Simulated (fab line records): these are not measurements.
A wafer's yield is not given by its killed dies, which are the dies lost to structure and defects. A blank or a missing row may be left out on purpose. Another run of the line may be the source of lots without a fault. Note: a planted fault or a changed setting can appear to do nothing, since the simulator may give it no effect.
Matching of chambers -- flow nandHarc -- aldHk-01 running NHARC_A_CHANNEL_FILL_D1_ALD_14: 4 sister chambers
The step deposits SiO2, target thk 2.5 nm, pulse time 10 s, ald cycles 25. 8 wafers are shown with their chamber, then 11 later ones without.

WAFERS WITH THEIR CHAMBER
wafer,chamber,heaterPowerW (W),precursorPulseHeightRel
L083.6,2,515,1.023
L086.1,2,507,1.011
L086.5,1,465,1.007
L086.6,0,382,1.000
L088.2,3,438,1.017
L088.3,0,397,0.990
L088.6,1,459,0.977
L085.1,3,443,1.000

WAFERS MISSING THEIR CHAMBER
wafer,heaterPowerW (W),precursorPulseHeightRel
L085.4,474,1.017
L085.6,398,0.987
L089.1,436,0.995
L089.5,445,0.995
L089.6,398,0.967
L091.1,474,1.015
L091.3,398,0.989
L091.4,514,0.990
L093.1,477,1.006
L093.3,526,1.007
L093.4,443,0.997

WHICH CHAMBER EACH ONE RAN IN
wafer,from the rows above,in truth
L085.4,1,1
L085.6,0,0
L089.1,3,3
L089.5,can't be placed: 3 or 1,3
L089.6,0,0
L091.1,1,1
L091.3,0,0
L091.4,2,2
L093.1,1,1
L093.3,2,2
L093.4,can't be placed: 3 or 1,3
Correct placement for 9 of the 11. From these rows, 2 cannot be placed; in 2 the true chamber is one of the candidates. Placed wrongly: 0.
How it was worked out, from the rows above alone: a wafer's distance from a chamber is the root of the sum, over the readings, of the square of ((its reading less the chamber's mean) divided by the reading's scatter). If the next closest chamber is less than 2 further off than the closest, the wafer can't be placed; otherwise it belongs to the closest. A chamber's mean is the mean of its shown wafers. The scatter: the root of (the sum of the squares of (reading less its chamber's mean) over the shown wafers, divided by (wafers less chambers)).
